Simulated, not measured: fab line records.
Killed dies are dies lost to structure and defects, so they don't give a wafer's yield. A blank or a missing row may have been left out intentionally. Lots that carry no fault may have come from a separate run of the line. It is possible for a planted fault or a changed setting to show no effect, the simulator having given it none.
Comparing a struck lot with a sound one + flow nand_harc + 15 steps out of a route of 1302
Sound: wafers L285.1, L285.2, L285.6. The struck wafers were L300.1, L300.2, L300.3. Last of all comes the cause.
For every step that has rows: the tool of each side, followed by ch and its chambers, followed by its first start. Under that, the readings that differ: sound wafers + struck wafers + difference of the means + sigmas: that difference in standard deviations of wafers without a fault.
alike: words and numbers the same on both sides, and readings whose means are apart by under 2 such deviations; not compared: readings that were withheld, readings missing a value for some wafer, numbers with overlapping values and no deviation given by the record, and bounds like >300 which may hide the same value.
Wherever a step has rows on one side only, a row that says differs or no value, or a row with sigmas, the two part there. Numbers that have no deviation but don't overlap get no sigmas and don't part them. A reading missing from all wafers of one side parts the sides only when that side holds two or more wafers.

NHARC_A_CHANNEL_HOLE_D2_ETCH_44: etches the open film in CF4/O2, target depth 140 nm, overetch 14 nm, time 77 s.
  sound on rie_diel-04 ch 0,2,3, day 15 07:35; struck on rie_diel-04 ch 0,1,2, day 21 07:16
  alike: cf4_flow_sccm, drypump_motor_current_A, o2_flow_sccm, oes_product_au, rf_vpp_V, showerhead_plenum_p_Torr, throttle_valve_pct
  not compared: rf_hours_counter_h
NHARC_A_CHANNEL_HOLE_D2_STRIP_28: strips in O2.
  sound: rie_diel-04 ch 0,2,3; struck: rie_diel-04 ch 0,1,2
  alike: drypump_motor_current_A, o2_flow_sccm, oes_product_au, rf_vpp_V, showerhead_plenum_p_Torr, throttle_valve_pct
  not compared: rf_hours_counter_h
then, 2 steps without rows for these wafers: NHARC_A_CHANNEL_HOLE_D2_PRECLEAN_29 (cleans in SC1); NHARC_A_CHANNEL_HOLE_D2_SRD_30.
NHARC_A_CHANNEL_HOLE_D2_CD_MEAS_31:
  sound: cd_sem-03 at day 15 08:29; struck: cd_sem-03 at day 21 08:04
  alike: cd_nm
after that, 1 step had no rows for these wafers: NHARC_A_CHANNEL_HOLE_D2_XSEM_32.
NHARC_A_CHANNEL_HOLE_D2_INSPECT_40:
  sound: defect_inspect-02 at day 15 08:40; struck: defect_inspect-01 at day 21 08:14
  alike: raw_defect_count
then, 2 steps without rows for these wafers: NHARC_A_CHANNEL_FILL_D2_PRECLEAN_00 (cleans in SC1); NHARC_A_CHANNEL_FILL_D2_SRD_01.
NHARC_A_CHANNEL_FILL_D2_ALD_02: deposits SiO2, target thk 6 nm, pulse time 10 s, ald cycles 60.
  sound on ald_hk-02 ch 2,3, day 15 08:54; struck on ald_hk-02 ch 0,1,2, day 21 08:26
  alike: ald_cycles, heater_power_w, precursor_pulse_height_rel
NHARC_A_CHANNEL_FILL_D2_ALD_03: deposits SiNx, target thk 6 nm, pulse time 60 s, ald cycles 58.
  sound: ald_sin_batch-03 ch 0; struck: ald_sin_batch-03 ch 0
  alike: ald_cycles, precursor_pulse_height_rel
NHARC_A_CHANNEL_FILL_D2_ALD_14: deposits SiO2, target thk 2.5 nm, pulse time 10 s, ald cycles 25.
  sound on ald_hk-03 ch 0,2,3, day 15 15:48; struck on ald_hk-03 ch 1,2,3, day 21 15:46
  alike: ald_cycles, heater_power_w, precursor_pulse_height_rel
NHARC_A_CHANNEL_FILL_D2_ALD_15: deposits SiNx, target thk 2 nm, pulse time 60 s, ald cycles 19.
  sound on ald_sin_batch-01 ch 0, day 15 18:55; struck on ald_sin_batch-02 ch 0, day 21 18:39
| reading    | sound    | struck   | difference | sigmas |
|------------|----------|----------|------------|--------|
| ald_cycles | 19 19 19 | 25 25 25 | +6         |        |
  alike: precursor_pulse_height_rel
then, 2 steps without rows for these wafers: NHARC_A_CHANNEL_FILL_D2_ALD_16 (deposits SiO2, target thk 1.5 nm, pulse time 10 s, ald cycles 15); NHARC_END_SORT_01.

== WHERE THEY PART ==
Nowhere in this record.

WHY: what the simulator had put in
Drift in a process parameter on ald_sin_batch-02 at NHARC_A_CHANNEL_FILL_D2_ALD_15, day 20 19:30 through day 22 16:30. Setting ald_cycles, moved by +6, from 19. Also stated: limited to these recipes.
